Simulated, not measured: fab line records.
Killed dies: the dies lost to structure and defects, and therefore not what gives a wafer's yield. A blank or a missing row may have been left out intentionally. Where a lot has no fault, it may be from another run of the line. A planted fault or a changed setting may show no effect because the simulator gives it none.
Split-lot trial | flow n5_finfet | 21 wafers read from 7 lots, route of 1938 steps

## THE SPLIT
At N5_BEOL_M10_ILD_DEP_00 (deposits SiCOH lowk from DEMS/porogen, target thk 308.51 nm, time 58 s), the setting time_s was moved away from the recipe's 58 s on 6 of the 21 wafers read, by -12.0% to +5.9%. This setting was run at the recipe's value on the other wafers.

## SPLIT TO READING: what lies between them in the file, 1 step
- N5_BEOL_M10_CURE_71: cures SiCOH lowk, time 240 s

## THE READING
At N5_BEOL_M10_THK_MEAS_01: M10_ILD_THK, given in nm. Fault-free wafers of this fab line usually give 267 nm, standard deviation 3.3 nm.

wafer  | tool, chamber at the split | time_s as run, s | against the recipe | M10_ILD_THK, nm | against lot-mates on the recipe
L076.1 | pecvd-04, 0                | 61.42            | +5.9%              | 280             | no lot-mate on the recipe
L076.4 | pecvd-04, 2                | 61.42            | +5.9%              | 283             | no lot-mate on the recipe
L076.5 | pecvd-04, 1                | 61.42            | +5.9%              | 284             | no lot-mate on the recipe
L080.4 | pecvd-03, 1                | 58               | recipe             | 268             | -
L080.5 | pecvd-03, 0                | 58               | recipe             | 266             | -
L080.6 | pecvd-03, 1                | 58               | recipe             | 269             | -
L079.3 | pecvd-01, 2                | 58               | recipe             | 266             | -
L079.4 | pecvd-01, 1                | 58               | recipe             | 269             | -
L079.6 | pecvd-01, 0                | 58               | recipe             | 270             | -
L084.1 | pecvd-04, 2                | 58               | recipe             | 263             | -
L084.4 | pecvd-04, 0                | 51.03            | -12.0%             | 236             | -31
L084.5 | pecvd-04, 1                | 58               | recipe             | 271             | -
L090.1 | pecvd-04, 0                | 53.46            | -7.8%              | 241             | -26
L090.2 | pecvd-04, 1                | 58               | recipe             | 265             | -
L090.4 | pecvd-04, 2                | 58               | recipe             | 269             | -
L095.1 | pecvd-03, 1                | 58               | recipe             | 267             | -
L095.2 | pecvd-03, 0                | 58               | recipe             | 264             | -
L095.4 | pecvd-03, 1                | 58               | recipe             | 270             | -
L097.1 | pecvd-01, 1                | 51.86            | -10.6%             | 234             | -31
L097.5 | pecvd-01, 2                | 58               | recipe             | 267             | -
L097.6 | pecvd-01, 0                | 58               | recipe             | 263             | -

THE FIT
A straight line over all 21 wafers: M10_ILD_THK changes by +2.83 nm for each +1% of time_s; r = +0.98; the points scatter about the line by 2.7 nm.
The same after taking each lot's own level away (the mean of its wafers on the recipe; 18 wafers): +2.84 nm for each +1%; r = +0.98; scatter 2.6 nm.
The reading moves by 34 nm for the largest change in time_s, on that fit.
From 265.0 to 268.3 nm: that is the span of the lots' own levels, equal to 1.0 times the standard deviation above.
The two slopes are in agreement: the lot-to-lot level therefore moves the slope only a little.
Check: for one of the wafers moved furthest among these (-12.0%), held out of the fit, the line's prediction against its lot-mates is -36.9 nm. Against them it came out at -31 nm.

## FURTHER SPLITS ON THESE WAFERS
Before the reading, these wafers also passed through other splits. Each is held against what the fit with the lots' levels taken away leaves over:
other split on the same wafers    | wafers away from the commonest value | r with M10_ILD_THK (lot level and that fit taken away)
N5_BEOL_M9_HM_DEP_02 target_thk_a | 7                                    | +0.02
N5_BEOL_M9_TRENCH_ETCH_37 bias_w  | 7                                    | +0.33

## THE WHOLE CHAIN: every reading that the file lists as answering this split, in the file's order
step                    | what it does                                                           | reading                                                                                   | change (the file's fit)              | r (the file's)
N5_BEOL_M10_ILD_DEP_00  | deposits SiCOH lowk from DEMS/porogen, target thk 308.51 nm, time 58 s | SiCOH_lowk_of_BEOL_M10_ILD_DEP_00.thk_nm (the simulator's own value, which no gauge read) | +3.24 nm for each +1% of the setting | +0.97
N5_BEOL_M10_CURE_71     | cures SiCOH lowk, time 240 s                                           | SiCOH_lowk_of_BEOL_M10_ILD_DEP_00.thk_nm (the simulator's own value, which no gauge read) | +2.85 nm for each +1% of the setting | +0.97
N5_BEOL_M10_THK_MEAS_01 |                                                                        | M10_ILD_THK                                                                               | +2.85 for each +1% of the setting    | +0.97

## FILE'S OWN FIT
M10_ILD_THK changes by +2.85 nm for each +1% of time_s, r = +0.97.
